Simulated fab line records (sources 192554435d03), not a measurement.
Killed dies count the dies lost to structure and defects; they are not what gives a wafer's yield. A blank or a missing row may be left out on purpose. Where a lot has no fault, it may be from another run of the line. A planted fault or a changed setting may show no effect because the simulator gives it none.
fab line records / flow n5Finfet
record lots=11 wafers=33 lastDay=18
route steps=1938 shown BEOL_M6@1238 BEOL_M7@1266 PASSIVATION@1936
lots with no fault: from the same line, run without faults
startH: the number of hours between the record's first day and the start of the first shown wafer of the lot / waitH: hours elapsed since this lot's preceding step / " unchanged from the row above / L1.1+2: a row that stands for several wafers / - no value, or no start was given / * or withheld: withheld / < > ~ a bound
route shown NAME@n: names a module that has steps shown in the file, with the first one's number in the route / usual: mean/standard deviation taken from wafers without a fault / same: alike in all rows / chamber/n: place in a boat / sites: each site's reading / _std_site: the standard deviation of these / _edge_site: outer sites' mean less inner sites' / radiusMm: for every site, how far away it sits from the centre of the wafer / mask NAME#n: copy n / behind: the most recent tool/chamber to have shaped the wafer / hold: the reason the lot was held/the length of the hold in hours/how it ended / device: the n, p or np transistor that did not switch / end of line: the tests these same wafers got at the end of their route / for a step that has no rows: nothing shown but its recipe / killed: not the wafer's yield, but the dies lost to structure and defects at the first sort / map: the dies of a wafer, with x for killed, . for not killed, _ for no die there
set.NAME: the setting as run; set.NAME@STEP: as run at that earlier step / model.NAME: the simulator's own value behind a step, which no gauge read
a sample of lots followed through the steps of the route, with each step as a table and each wafer as a row
services: when a tool's chamber went out of use (startH, in hours from the record's first day, below 0 if earlier), for how many hours, and the reason
## steps
# step N5_BEOL_M6_STRIP_36
# recipe chemistry=N2/H2 powerW=450 tempC=40 pressureMtorr=20 rfFrequencyHz=6e+07 overashFraction=0.3 biasPowerW=7 h2Frac=0.5 n2FlowSccm=200 h2FlowSccm=200
# usual drypumpMotorCurrentA=5.8/0.37 oesProductAu=0.80/0.089 rfVppV=59.1/1.3 showerheadPlenumPTorr=2.49/0.062 throttleValvePct=23.7/0.32
lot.wafer=L852.1 tool=rieDiel-06 chamber=3 startH=188.91 waitH=0.0 drypumpMotorCurrentA=6.2 oesProductAu=0.75 rfHoursCounterH=165 rfVppV=60.7 showerheadPlenumPTorr=2.43 throttleValvePct=23.7
lot.wafer=L852.4 tool=rieDiel-06 chamber=0 startH=188.91 waitH=0.0 drypumpMotorCurrentA=5.8 oesProductAu=0.93 rfHoursCounterH=25 rfVppV=57.2 showerheadPlenumPTorr=2.48 throttleValvePct=23.5
lot.wafer=L852.5 tool=rieDiel-06 chamber=1 startH=188.91 waitH=0.0 drypumpMotorCurrentA=5.9 oesProductAu=0.74 rfHoursCounterH=- rfVppV=57.9 showerheadPlenumPTorr=2.54 throttleValvePct=24.2
lot.wafer=L854.2 tool=rieDiel-06 chamber=2 startH=200.11 waitH=0.0 drypumpMotorCurrentA=5.9 oesProductAu=0.93 rfHoursCounterH=20 rfVppV=58.1 showerheadPlenumPTorr=2.48 throttleValvePct=23.1
lot.wafer=L854.5 tool=rieDiel-06 chamber=2 startH=200.11 waitH=0.0 drypumpMotorCurrentA=5.9 oesProductAu=0.94 rfHoursCounterH=- rfVppV=61.9 showerheadPlenumPTorr=2.48 throttleValvePct=23.1
lot.wafer=L854.6 tool=rieDiel-06 chamber=3 startH=200.11 waitH=0.0 drypumpMotorCurrentA=6.2 oesProductAu=0.74 rfHoursCounterH=- rfVppV=57.1 showerheadPlenumPTorr=2.43 throttleValvePct=23.7
lot.wafer=L860.2 tool=rieDiel-05 chamber=3 startH=245.57 waitH=0.0 drypumpMotorCurrentA=5.7 oesProductAu=0.70 rfHoursCounterH=242 rfVppV=58.2 showerheadPlenumPTorr=2.49 throttleValvePct=23.7
lot.wafer=L860.5 tool=rieDiel-05 chamber=1 startH=245.57 waitH=0.0 drypumpMotorCurrentA=5.1 oesProductAu=0.91 rfHoursCounterH=- rfVppV=58.6 showerheadPlenumPTorr=2.49 throttleValvePct=23.6
lot.wafer=L860.6 tool=rieDiel-05 chamber=0 startH=245.57 waitH=0.0 drypumpMotorCurrentA=5.7 oesProductAu=0.82 rfHoursCounterH=- rfVppV=58.2 showerheadPlenumPTorr=2.47 throttleValvePct=23.5
lot.wafer=L863.1 tool=rieDiel-05 chamber=1 startH=253.00 waitH=0.0 drypumpMotorCurrentA=5.1 oesProductAu=0.87 rfHoursCounterH=49 rfVppV=60.0 showerheadPlenumPTorr=2.49 throttleValvePct=23.6
lot.wafer=L863.2 tool=rieDiel-05 chamber=3 startH=253.00 waitH=0.0 drypumpMotorCurrentA=5.7 oesProductAu=0.70 rfHoursCounterH=246 rfVppV=58.8 showerheadPlenumPTorr=2.49 throttleValvePct=23.7
lot.wafer=L863.3 tool=rieDiel-05 chamber=2 startH=253.00 waitH=0.0 drypumpMotorCurrentA=6.3 oesProductAu=0.88 rfHoursCounterH=32 rfVppV=60.2 showerheadPlenumPTorr=2.58 throttleValvePct=23.6
lot.wafer=L866.1 tool=rieDiel-02 chamber=1 startH=280.73 waitH=0.0 drypumpMotorCurrentA=5.0 oesProductAu=0.69 rfHoursCounterH=220 rfVppV=58.5 showerheadPlenumPTorr=2.41 throttleValvePct=23.7
lot.wafer=L866.2 tool=rieDiel-02 chamber=0 startH=280.73 waitH=0.0 drypumpMotorCurrentA=5.9 oesProductAu=0.69 rfHoursCounterH=250 rfVppV=58.4 showerheadPlenumPTorr=2.39 throttleValvePct=24.0
lot.wafer=L866.5 tool=rieDiel-02 chamber=2 startH=280.73 waitH=0.0 drypumpMotorCurrentA=6.2 oesProductAu=0.71 rfHoursCounterH=- rfVppV=59.3 showerheadPlenumPTorr=2.62 throttleValvePct=24.1
lot.wafer=L865.2 tool=rieDiel-05 chamber=1 startH=281.14 waitH=0.0 drypumpMotorCurrentA=5.1 oesProductAu=0.88 rfHoursCounterH=62 rfVppV=57.1 showerheadPlenumPTorr=2.48 throttleValvePct=23.7
lot.wafer=L865.3 tool=rieDiel-05 chamber=0 startH=281.14 waitH=0.0 drypumpMotorCurrentA=5.6 oesProductAu=0.81 rfHoursCounterH=94 rfVppV=60.5 showerheadPlenumPTorr=2.46 throttleValvePct=23.5
lot.wafer=L865.5 tool=rieDiel-05 chamber=2 startH=281.14 waitH=0.0 drypumpMotorCurrentA=6.2 oesProductAu=0.86 rfHoursCounterH=- rfVppV=61.3 showerheadPlenumPTorr=2.58 throttleValvePct=23.7
lot.wafer=L867.3 tool=rieDiel-06 chamber=0 startH=284.51 waitH=0.0 drypumpMotorCurrentA=5.8 oesProductAu=0.87 rfHoursCounterH=56 rfVppV=60.8 showerheadPlenumPTorr=2.47 throttleValvePct=23.6
lot.wafer=L867.5 tool=rieDiel-06 chamber=1 startH=284.51 waitH=0.0 drypumpMotorCurrentA=6.0 oesProductAu=0.72 rfHoursCounterH=- rfVppV=61.2 showerheadPlenumPTorr=2.53 throttleValvePct=24.2
lot.wafer=L867.6 tool=rieDiel-06 chamber=2 startH=284.51 waitH=0.0 drypumpMotorCurrentA=5.9 oesProductAu=0.89 rfHoursCounterH=- rfVppV=59.0 showerheadPlenumPTorr=2.46 throttleValvePct=23.1
lot.wafer=L870.1 tool=rieDiel-06 chamber=1 startH=298.00 waitH=0.0 drypumpMotorCurrentA=6.0 oesProductAu=0.71 rfHoursCounterH=208 rfVppV=58.8 showerheadPlenumPTorr=2.53 throttleValvePct=24.3
lot.wafer=L870.3 tool=rieDiel-06 chamber=3 startH=298.00 waitH=0.0 drypumpMotorCurrentA=6.2 oesProductAu=0.72 rfHoursCounterH=205 rfVppV=57.6 showerheadPlenumPTorr=2.42 throttleValvePct=23.7
lot.wafer=L870.6 tool=rieDiel-06 chamber=3 startH=298.00 waitH=0.0 drypumpMotorCurrentA=6.2 oesProductAu=0.73 rfHoursCounterH=- rfVppV=59.2 showerheadPlenumPTorr=2.42 throttleValvePct=23.7
lot.wafer=L871.2 tool=rieDiel-06 chamber=1 startH=312.26 waitH=0.0 drypumpMotorCurrentA=6.0 oesProductAu=0.71 rfHoursCounterH=212 rfVppV=59.9 showerheadPlenumPTorr=2.52 throttleValvePct=24.3
lot.wafer=L871.3 tool=rieDiel-06 chamber=2 startH=312.26 waitH=0.0 drypumpMotorCurrentA=5.9 oesProductAu=0.87 rfHoursCounterH=60 rfVppV=60.7 showerheadPlenumPTorr=2.46 throttleValvePct=23.1
lot.wafer=L871.5 tool=rieDiel-06 chamber=0 startH=312.26 waitH=0.0 drypumpMotorCurrentA=5.8 oesProductAu=0.85 rfHoursCounterH=- rfVppV=59.7 showerheadPlenumPTorr=2.47 throttleValvePct=23.5
lot.wafer=L874.1 tool=rieDiel-06 chamber=1 startH=322.50 waitH=0.0 drypumpMotorCurrentA=6.0 oesProductAu=0.71 rfHoursCounterH=216 rfVppV=60.4 showerheadPlenumPTorr=2.52 throttleValvePct=24.2
lot.wafer=L874.2 tool=rieDiel-06 chamber=0 startH=322.50 waitH=0.0 drypumpMotorCurrentA=5.8 oesProductAu=0.86 rfHoursCounterH=69 rfVppV=58.9 showerheadPlenumPTorr=2.47 throttleValvePct=23.6
lot.wafer=L874.3 tool=rieDiel-06 chamber=2 startH=322.50 waitH=0.0 drypumpMotorCurrentA=5.9 oesProductAu=0.87 rfHoursCounterH=63 rfVppV=60.1 showerheadPlenumPTorr=2.46 throttleValvePct=23.1
lot.wafer=L873.3 tool=rieDiel-06 chamber=0 startH=337.76 waitH=0.0 drypumpMotorCurrentA=5.8 oesProductAu=0.85 rfHoursCounterH=75 rfVppV=58.0 showerheadPlenumPTorr=2.46 throttleValvePct=23.6
lot.wafer=L873.4 tool=rieDiel-06 chamber=1 startH=337.76 waitH=0.0 drypumpMotorCurrentA=6.0 oesProductAu=0.70 rfHoursCounterH=222 rfVppV=58.3 showerheadPlenumPTorr=2.52 throttleValvePct=24.3
lot.wafer=L873.5 tool=rieDiel-06 chamber=3 startH=337.76 waitH=0.0 drypumpMotorCurrentA=6.2 oesProductAu=0.71 rfHoursCounterH=- rfVppV=59.4 showerheadPlenumPTorr=2.41 throttleValvePct=23.8
# step N5_BEOL_M6_CD_MEAS_35
# recipe targetCdNm=40 targetCdYNm=28 polarity=opening
# usual cdNm=40.1/0.47
lot.wafer=L852.1 tool=cdSem-02 chamber=- startH=189.25 waitH=0.0 cdNm=39.4
lot.wafer=L852.4 tool=cdSem-02 chamber=- startH=189.25 waitH=0.0 cdNm=39.9
lot.wafer=L852.5 tool=cdSem-02 chamber=- startH=189.25 waitH=0.0 cdNm=40.4
lot.wafer=L854.2 tool=cdSem-01 chamber=- startH=200.46 waitH=0.0 cdNm=39.5
lot.wafer=L854.5 tool=cdSem-01 chamber=- startH=200.46 waitH=0.0 cdNm=39.9
lot.wafer=L854.6 tool=cdSem-01 chamber=- startH=200.46 waitH=0.0 cdNm=40.2
lot.wafer=L860.2 tool=cdSem-02 chamber=- startH=245.92 waitH=0.0 cdNm=40.3
lot.wafer=L860.5 tool=cdSem-02 chamber=- startH=245.92 waitH=0.0 cdNm=40.3
lot.wafer=L860.6 tool=cdSem-02 chamber=- startH=245.92 waitH=0.0 cdNm=39.6
lot.wafer=L863.1 tool=cdSem-02 chamber=- startH=253.35 waitH=0.0 cdNm=40.7
lot.wafer=L863.2 tool=cdSem-02 chamber=- startH=253.35 waitH=0.0 cdNm=40.0
lot.wafer=L863.3 tool=cdSem-02 chamber=- startH=253.35 waitH=0.0 cdNm=40.1
lot.wafer=L866.1 tool=cdSem-03 chamber=- startH=281.08 waitH=0.0 cdNm=39.8
lot.wafer=L866.2 tool=cdSem-03 chamber=- startH=281.08 waitH=0.0 cdNm=40.1
lot.wafer=L866.5 tool=cdSem-03 chamber=- startH=281.08 waitH=0.0 cdNm=40.0
lot.wafer=L865.2 tool=cdSem-03 chamber=- startH=281.49 waitH=0.0 cdNm=40.7
lot.wafer=L865.3 tool=cdSem-03 chamber=- startH=281.49 waitH=0.0 cdNm=40.0
lot.wafer=L865.5 tool=cdSem-03 chamber=- startH=281.49 waitH=0.0 cdNm=40.7
lot.wafer=L867.3 tool=cdSem-02 chamber=- startH=284.86 waitH=0.0 cdNm=39.3
lot.wafer=L867.5 tool=cdSem-02 chamber=- startH=284.86 waitH=0.0 cdNm=39.7
lot.wafer=L867.6 tool=cdSem-02 chamber=- startH=284.86 waitH=0.0 cdNm=39.2
lot.wafer=L870.1 tool=cdSem-02 chamber=- startH=298.36 waitH=0.0 cdNm=40.3
lot.wafer=L870.3 tool=cdSem-02 chamber=- startH=298.36 waitH=0.0 cdNm=41.2
lot.wafer=L870.6 tool=cdSem-02 chamber=- startH=298.36 waitH=0.0 cdNm=41.1
lot.wafer=L871.2 tool=cdSem-02 chamber=- startH=312.62 waitH=0.0 cdNm=41.4
lot.wafer=L871.3 tool=cdSem-02 chamber=- startH=312.62 waitH=0.0 cdNm=41.5
lot.wafer=L871.5 tool=cdSem-02 chamber=- startH=312.62 waitH=0.0 cdNm=41.0
lot.wafer=L874.1 tool=cdSem-03 chamber=- startH=322.86 waitH=0.0 cdNm=40.1
lot.wafer=L874.2 tool=cdSem-03 chamber=- startH=322.86 waitH=0.0 cdNm=40.5
lot.wafer=L874.3 tool=cdSem-03 chamber=- startH=322.86 waitH=0.0 cdNm=40.1
lot.wafer=L873.3 tool=cdSem-03 chamber=- startH=338.11 waitH=0.0 cdNm=40.1
lot.wafer=L873.4 tool=cdSem-03 chamber=- startH=338.11 waitH=0.0 cdNm=40.3
lot.wafer=L873.5 tool=cdSem-03 chamber=- startH=338.11 waitH=0.0 cdNm=39.7
# step N5_BEOL_M6_DEP_56
# recipe material=SiCN targetThkA=100 tempC=withheld precursor=3MS/NH3 pressureTorr=3 rfW=202 timeS=17.5
# usual showerheadPlenumPTorr=3.666/0.012 throttleValvePct=9.0/0.33
lot.wafer=L852.1 tool=pecvd-02 chamber=2 startH=191.95 waitH=0.0 showerheadPlenumPTorr=3.672 throttleValvePct=8.6
lot.wafer=L852.4 tool=pecvd-02 chamber=1 startH=191.95 waitH=0.0 showerheadPlenumPTorr=3.648 throttleValvePct=8.9
lot.wafer=L852.5 tool=pecvd-02 chamber=2 startH=191.95 waitH=0.0 showerheadPlenumPTorr=3.660 throttleValvePct=8.9
lot.wafer=L854.2 tool=pecvd-04 chamber=2 startH=202.78 waitH=0.0 showerheadPlenumPTorr=3.667 throttleValvePct=8.5
lot.wafer=L854.5 tool=pecvd-04 chamber=0 startH=202.78 waitH=0.0 showerheadPlenumPTorr=3.667 throttleValvePct=9.2
lot.wafer=L854.6 tool=pecvd-04 chamber=2 startH=202.78 waitH=0.0 showerheadPlenumPTorr=3.678 throttleValvePct=8.8
lot.wafer=L860.2 tool=pecvd-02 chamber=0 startH=248.28 waitH=0.0 showerheadPlenumPTorr=3.664 throttleValvePct=9.4
lot.wafer=L860.5 tool=pecvd-02 chamber=1 startH=248.28 waitH=0.0 showerheadPlenumPTorr=3.652 throttleValvePct=8.6
lot.wafer=L860.6 tool=pecvd-02 chamber=0 startH=248.28 waitH=0.0 showerheadPlenumPTorr=3.673 throttleValvePct=9.2
lot.wafer=L863.1 tool=pecvd-02 chamber=1 startH=255.52 waitH=0.0 showerheadPlenumPTorr=3.661 throttleValvePct=8.8
lot.wafer=L863.2 tool=pecvd-02 chamber=2 startH=255.52 waitH=0.0 showerheadPlenumPTorr=3.673 throttleValvePct=8.5
lot.wafer=L863.3 tool=pecvd-02 chamber=0 startH=255.52 waitH=0.0 showerheadPlenumPTorr=3.682 throttleValvePct=9.5
lot.wafer=L866.1 tool=pecvd-03 chamber=1 startH=283.29 waitH=0.0 showerheadPlenumPTorr=3.675 throttleValvePct=8.7
lot.wafer=L866.2 tool=pecvd-03 chamber=2 startH=283.29 waitH=0.0 showerheadPlenumPTorr=3.667 throttleValvePct=9.2
lot.wafer=L866.5 tool=pecvd-03 chamber=1 startH=283.29 waitH=0.0 showerheadPlenumPTorr=3.682 throttleValvePct=9.0
lot.wafer=L865.2 tool=pecvd-03 chamber=1 startH=285.49 waitH=0.0 showerheadPlenumPTorr=3.690 throttleValvePct=9.0
lot.wafer=L865.3 tool=pecvd-03 chamber=0 startH=285.49 waitH=0.0 showerheadPlenumPTorr=3.660 throttleValvePct=9.2
lot.wafer=L865.5 tool=pecvd-03 chamber=2 startH=285.49 waitH=0.0 showerheadPlenumPTorr=3.654 throttleValvePct=9.3
lot.wafer=L867.3 tool=pecvd-03 chamber=2 startH=287.44 waitH=0.0 showerheadPlenumPTorr=3.646 throttleValvePct=8.9
lot.wafer=L867.5 tool=pecvd-03 chamber=1 startH=287.44 waitH=0.0 showerheadPlenumPTorr=3.686 throttleValvePct=8.9
lot.wafer=L867.6 tool=pecvd-03 chamber=2 startH=287.44 waitH=0.0 showerheadPlenumPTorr=3.655 throttleValvePct=9.2
lot.wafer=L870.1 tool=pecvd-03 chamber=2 startH=302.16 waitH=0.0 showerheadPlenumPTorr=3.655 throttleValvePct=9.1
lot.wafer=L870.3 tool=pecvd-03 chamber=1 startH=302.16 waitH=0.0 showerheadPlenumPTorr=3.688 throttleValvePct=9.0
lot.wafer=L870.6 tool=pecvd-03 chamber=0 startH=302.16 waitH=0.0 showerheadPlenumPTorr=3.667 throttleValvePct=9.1
lot.wafer=L871.2 tool=pecvd-04 chamber=1 startH=315.98 waitH=0.0 showerheadPlenumPTorr=3.640 throttleValvePct=9.4
lot.wafer=L871.3 tool=pecvd-04 chamber=2 startH=315.98 waitH=0.0 showerheadPlenumPTorr=3.673 throttleValvePct=8.7
lot.wafer=L871.5 tool=pecvd-04 chamber=2 startH=315.98 waitH=0.0 showerheadPlenumPTorr=3.672 throttleValvePct=8.7
lot.wafer=L874.1 tool=pecvd-04 chamber=0 startH=325.67 waitH=0.0 showerheadPlenumPTorr=3.684 throttleValvePct=9.3
lot.wafer=L874.2 tool=pecvd-04 chamber=1 startH=325.67 waitH=0.0 showerheadPlenumPTorr=3.657 throttleValvePct=9.4
lot.wafer=L874.3 tool=pecvd-04 chamber=2 startH=325.67 waitH=0.0 showerheadPlenumPTorr=3.667 throttleValvePct=8.8
lot.wafer=L873.3 tool=pecvd-03 chamber=0 startH=342.07 waitH=0.0 showerheadPlenumPTorr=3.671 throttleValvePct=9.4
lot.wafer=L873.4 tool=pecvd-03 chamber=2 startH=342.07 waitH=0.0 showerheadPlenumPTorr=3.660 throttleValvePct=9.3
lot.wafer=L873.5 tool=pecvd-03 chamber=1 startH=342.07 waitH=0.0 showerheadPlenumPTorr=3.689 throttleValvePct=9.2
# step N5_BEOL_M7_PECVD_70
# recipe material=SiO2 targetThkA=200 tempC=400 precursor=TEOS/O2 pressureTorr=5.5 rfW=450 teosFlowSccm=53.8 gas=O2 flowSccm=3000 timeS=22.7
# usual heaterPowerW=743/84 showerheadPlenumPTorr=8.78/0.054 susceptorTempC=400.00/0.22 throttleValvePct=22.9/1.1
lot.wafer=L852.1 tool=pecvd-01 chamber=0 startH=192.72 waitH=0.0 heaterPowerW=782 showerheadPlenumPTorr=8.75 susceptorTempC=400.21 throttleValvePct=24.3
lot.wafer=L852.4 tool=pecvd-01 chamber=1 startH=192.72 waitH=0.0 heaterPowerW=617 showerheadPlenumPTorr=8.75 susceptorTempC=400.04 throttleValvePct=23.8
lot.wafer=L852.5 tool=pecvd-01 chamber=0 startH=192.72 waitH=0.0 heaterPowerW=785 showerheadPlenumPTorr=8.76 susceptorTempC=399.70 throttleValvePct=24.2
lot.wafer=L854.2 tool=pecvd-04 chamber=0 startH=203.55 waitH=0.0 heaterPowerW=907 showerheadPlenumPTorr=8.83 susceptorTempC=400.47 throttleValvePct=23.1
lot.wafer=L854.5 tool=pecvd-04 chamber=1 startH=203.55 waitH=0.0 heaterPowerW=611 showerheadPlenumPTorr=8.71 susceptorTempC=399.79 throttleValvePct=22.9
lot.wafer=L854.6 tool=pecvd-04 chamber=0 startH=203.55 waitH=0.0 heaterPowerW=899 showerheadPlenumPTorr=8.81 susceptorTempC=400.35 throttleValvePct=23.0
lot.wafer=L860.2 tool=pecvd-04 chamber=2 startH=249.22 waitH=0.0 heaterPowerW=718 showerheadPlenumPTorr=8.84 susceptorTempC=391.59 throttleValvePct=21.0
lot.wafer=L860.5 tool=pecvd-04 chamber=0 startH=249.22 waitH=0.0 heaterPowerW=767 showerheadPlenumPTorr=8.81 susceptorTempC=400.04 throttleValvePct=23.2
lot.wafer=L860.6 tool=pecvd-04 chamber=1 startH=249.22 waitH=0.0 heaterPowerW=737 showerheadPlenumPTorr=8.69 susceptorTempC=399.73 throttleValvePct=23.2
lot.wafer=L863.1 tool=pecvd-04 chamber=1 startH=256.26 waitH=0.0 heaterPowerW=579 showerheadPlenumPTorr=8.72 susceptorTempC=399.92 throttleValvePct=23.2
lot.wafer=L863.2 tool=pecvd-04 chamber=0 startH=256.26 waitH=0.0 heaterPowerW=857 showerheadPlenumPTorr=8.80 susceptorTempC=399.54 throttleValvePct=23.5
lot.wafer=L863.3 tool=pecvd-04 chamber=2 startH=256.26 waitH=0.0 heaterPowerW=671 showerheadPlenumPTorr=8.80 susceptorTempC=391.45 throttleValvePct=21.2
lot.wafer=L866.1 tool=pecvd-03 chamber=2 startH=284.05 waitH=0.0 heaterPowerW=717 showerheadPlenumPTorr=8.73 susceptorTempC=400.12 throttleValvePct=22.2
lot.wafer=L866.2 tool=pecvd-03 chamber=0 startH=284.05 waitH=0.0 heaterPowerW=851 showerheadPlenumPTorr=8.78 susceptorTempC=399.78 throttleValvePct=22.8
lot.wafer=L866.5 tool=pecvd-03 chamber=0 startH=284.05 waitH=0.0 heaterPowerW=837 showerheadPlenumPTorr=8.80 susceptorTempC=399.86 throttleValvePct=22.8
lot.wafer=L865.2 tool=pecvd-01 chamber=0 startH=286.24 waitH=0.0 heaterPowerW=740 showerheadPlenumPTorr=8.78 susceptorTempC=400.25 throttleValvePct=24.8
lot.wafer=L865.3 tool=pecvd-01 chamber=0 startH=286.24 waitH=0.0 heaterPowerW=736 showerheadPlenumPTorr=8.76 susceptorTempC=400.11 throttleValvePct=25.2
lot.wafer=L865.5 tool=pecvd-01 chamber=0 startH=286.24 waitH=0.0 heaterPowerW=737 showerheadPlenumPTorr=8.75 susceptorTempC=400.28 throttleValvePct=24.9
lot.wafer=L867.3 tool=pecvd-01 chamber=1 startH=288.19 waitH=0.0 heaterPowerW=636 showerheadPlenumPTorr=8.76 susceptorTempC=399.99 throttleValvePct=23.8
lot.wafer=L867.5 tool=pecvd-01 chamber=2 startH=288.19 waitH=0.0 heaterPowerW=675 showerheadPlenumPTorr=8.80 susceptorTempC=399.75 throttleValvePct=21.7
lot.wafer=L867.6 tool=pecvd-01 chamber=0 startH=288.19 waitH=0.0 heaterPowerW=681 showerheadPlenumPTorr=8.77 susceptorTempC=399.85 throttleValvePct=24.9
lot.wafer=L870.1 tool=pecvd-03 chamber=0 startH=303.39 waitH=0.0 heaterPowerW=880 showerheadPlenumPTorr=8.79 susceptorTempC=399.66 throttleValvePct=22.8
lot.wafer=L870.3 tool=pecvd-03 chamber=1 startH=303.39 waitH=0.0 heaterPowerW=784 showerheadPlenumPTorr=8.88 susceptorTempC=400.62 throttleValvePct=22.0
lot.wafer=L870.6 tool=pecvd-03 chamber=0 startH=303.39 waitH=0.0 heaterPowerW=890 showerheadPlenumPTorr=8.78 susceptorTempC=400.01 throttleValvePct=23.1
lot.wafer=L871.2 tool=pecvd-01 chamber=1 startH=316.76 waitH=0.0 heaterPowerW=596 showerheadPlenumPTorr=8.74 susceptorTempC=400.25 throttleValvePct=23.7
lot.wafer=L871.3 tool=pecvd-01 chamber=1 startH=316.76 waitH=0.0 heaterPowerW=621 showerheadPlenumPTorr=8.77 susceptorTempC=400.35 throttleValvePct=23.8
lot.wafer=L871.5 tool=pecvd-01 chamber=2 startH=316.76 waitH=0.0 heaterPowerW=737 showerheadPlenumPTorr=8.81 susceptorTempC=400.12 throttleValvePct=21.7
lot.wafer=L874.1 tool=pecvd-01 chamber=1 startH=326.42 waitH=0.0 heaterPowerW=589 showerheadPlenumPTorr=8.77 susceptorTempC=399.96 throttleValvePct=23.5
lot.wafer=L874.2 tool=pecvd-01 chamber=2 startH=326.42 waitH=0.0 heaterPowerW=743 showerheadPlenumPTorr=8.82 susceptorTempC=399.97 throttleValvePct=22.0
lot.wafer=L874.3 tool=pecvd-01 chamber=2 startH=326.42 waitH=0.0 heaterPowerW=735 showerheadPlenumPTorr=8.80 susceptorTempC=399.66 throttleValvePct=21.9
lot.wafer=L873.3 tool=pecvd-04 chamber=0 startH=343.29 waitH=0.0 heaterPowerW=907 showerheadPlenumPTorr=8.80 susceptorTempC=400.08 throttleValvePct=23.2
lot.wafer=L873.4 tool=pecvd-04 chamber=1 startH=343.29 waitH=0.0 heaterPowerW=590 showerheadPlenumPTorr=8.74 susceptorTempC=400.03 throttleValvePct=23.0
lot.wafer=L873.5 tool=pecvd-04 chamber=2 startH=343.29 waitH=0.0 heaterPowerW=788 showerheadPlenumPTorr=8.85 susceptorTempC=400.25 throttleValvePct=21.2
# step N5_PASSIVATION_PROBE_49
# usual defectLimitedYield=91.1/1.3 killed_at_M0_to_M3=34/10 killed_at_M4_up=14/5.7 killedAtContacts=12/5.9 killedAtFrontEnd=41/12 killedAtOther=4/3.1 killedDies=105/15 killedOpen=69/11 killedShort=35/7.8 sort_bin_5_function=5.3/0.81 sort_bin_6_memory=3.3/0.75 sort_bin_8_speed=0.00/0.007 sortNPass=1075/15 sortYieldPct=91.1/1.3
# same grossDies=1180 killedAtBackSide=0 sort_bin_4_leakage[%]=0
lot.wafer=L854.2 tool=prober-02 chamber=- startH=282.13 waitH=0.1 defectLimitedYield[%]=90.9 killed_at_M0_to_M3=41 killed_at_M4_up=5 killedAtContacts=23 killedAtFrontEnd=35 killedAtOther=3 killedDies=107 killedOpen=75 killedShort=31 sort_bin_5_function[%]=6.3 sort_bin_6_memory[%]=2.5 sort_bin_8_speed[%]=0 sortNPass=1073 sortYieldPct[%]=90.9
lot.wafer=L854.5 tool=prober-02 chamber=- startH=282.28 waitH=0.2 defectLimitedYield[%]=90.8 killed_at_M0_to_M3=41 killed_at_M4_up=10 killedAtContacts=24 killedAtFrontEnd=31 killedAtOther=2 killedDies=108 killedOpen=76 killedShort=31 sort_bin_5_function[%]=5.4 sort_bin_6_memory[%]=3.6 sort_bin_8_speed[%]=0 sortNPass=1072 sortYieldPct[%]=90.8
lot.wafer=L854.6 tool=prober-02 chamber=- startH=282.33 waitH=0.3 defectLimitedYield[%]=91.6 killed_at_M0_to_M3=46 killed_at_M4_up=6 killedAtContacts=16 killedAtFrontEnd=30 killedAtOther=1 killedDies=99 killedOpen=66 killedShort=30 sort_bin_5_function[%]=5.3 sort_bin_6_memory[%]=2.5 sort_bin_8_speed[%]=0 sortNPass=1081 sortYieldPct[%]=91.6
# killed by level:class
L854.2 MOL_CONTACT_COAG:geometricParticle:open=21 BEOL_M2:geometricParticle:open=16 BEOL_M0_SAQP:geometricParticle:short=9 BEOL_M2:geometricParticle:short=7 GATE_CUT:geometricParticle:open=6 FIN_SAQP:geometricParticle:open=5 STI_FIN_REVEAL:geometricParticle:open=5 BEOL_M0_SAQP:geometricParticle:open=4
L854.5 MOL_CONTACT_COAG:geometricParticle:open=21 BEOL_M2:geometricParticle:open=10 BEOL_M3:geometricParticle:open=7 BEOL_M4:geometricParticle:open=7 BEOL_M0_SAQP:geometricParticle:short=6 FIN_SAQP:geometricParticle:open=4 STI_FIN_REVEAL:geometricParticle:open=4 DUMMY_GATE:geometricParticle:open=4
L854.6 MOL_CONTACT_COAG:geometricParticle:open=14 BEOL_M2:geometricParticle:open=11 BEOL_M0_SAQP:geometricParticle:short=11 BEOL_M1:geometricParticle:open=7 STI_FIN_REVEAL:geometricParticle:open=6 BEOL_M2:geometricParticle:short=6 BEOL_M4:geometricParticle:open=5 FIN_SAQP:geometricParticle:open=4
## services
tool=pecvd-03 chamber=2 startH=178.04 hours=2.1 kind=scheduledDown
tool=rieDiel-02 chamber=2 startH=180.54 hours=3.9 kind=repair
tool=rieDiel-05 chamber=3 startH=185.11 hours=4.9 kind=repair
tool=pecvd-02 chamber=- startH=201.61 hours=23.4 kind=repair
tool=pecvd-01 chamber=2 startH=202.42 hours=- kind=clean
tool=pecvd-01 chamber=2 startH=202.42 hours=- kind=consumableReplace:showerhead
tool=rieDiel-06 chamber=2 startH=209.85 hours=1.5 kind=repair
tool=pecvd-04 chamber=1 startH=220.00 hours=2.1 kind=scheduledDown
tool=pecvd-03 chamber=2 startH=239.61 hours=5.5 kind=scheduledDown
tool=pecvd-01 chamber=- startH=240.01 hours=0.7 kind=repair
tool=pecvd-04 chamber=2 startH=241.44 hours=2.1 kind=scheduledDown
tool=rieDiel-02 chamber=- startH=243.77 hours=0.4 kind=repair
tool=rieDiel-05 chamber=0 startH=246.43 hours=14.1 kind=repair
tool=rieDiel-06 chamber=1 startH=249.84 hours=9.5 kind=repair
tool=pecvd-03 chamber=- startH=255.30 hours=4.5 kind=repair
tool=pecvd-02 chamber=- startH=256.26 hours=0.7 kind=repair
tool=rieDiel-06 chamber=0 startH=274.73 hours=1.6 kind=repair
tool=pecvd-01 chamber=1 startH=275.40 hours=12.4 kind=repair
tool=rieDiel-06 chamber=0 startH=276.83 hours=7.2 kind=repair
tool=rieDiel-02 chamber=0 startH=286.55 hours=12.4 kind=repair
tool=pecvd-01 chamber=0 startH=310.41 hours=16.1 kind=repair
tool=pecvd-04 chamber=0 startH=319.25 hours=2.1 kind=scheduledDown
tool=rieDiel-02 chamber=- startH=320.74 hours=3.6 kind=repair
tool=rieDiel-02 chamber=2 startH=328.81 hours=3.2 kind=repair
## key
firstSign step=N5_BEOL_M7_PECVD_70 reading=susceptorTempC direction=down sigmas=38 usual=* struck=*
effect none on later readings
metAt N5_BEOL_M7_PECVD_70
struckLots L860,L863
struckWafers L860.2,L863.3
notActingAt N5_BEOL_M6_STRIP_36,N5_BEOL_M6_CD_MEAS_35,N5_BEOL_M6_DEP_56
fault kind=processParameterDrift tool=pecvd-04 chamber=2 onsetH=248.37 steps=N5_BEOL_M7_PECVD_70 channel=tempC offset=* shape=step endH=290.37 actsIn=* stated=*
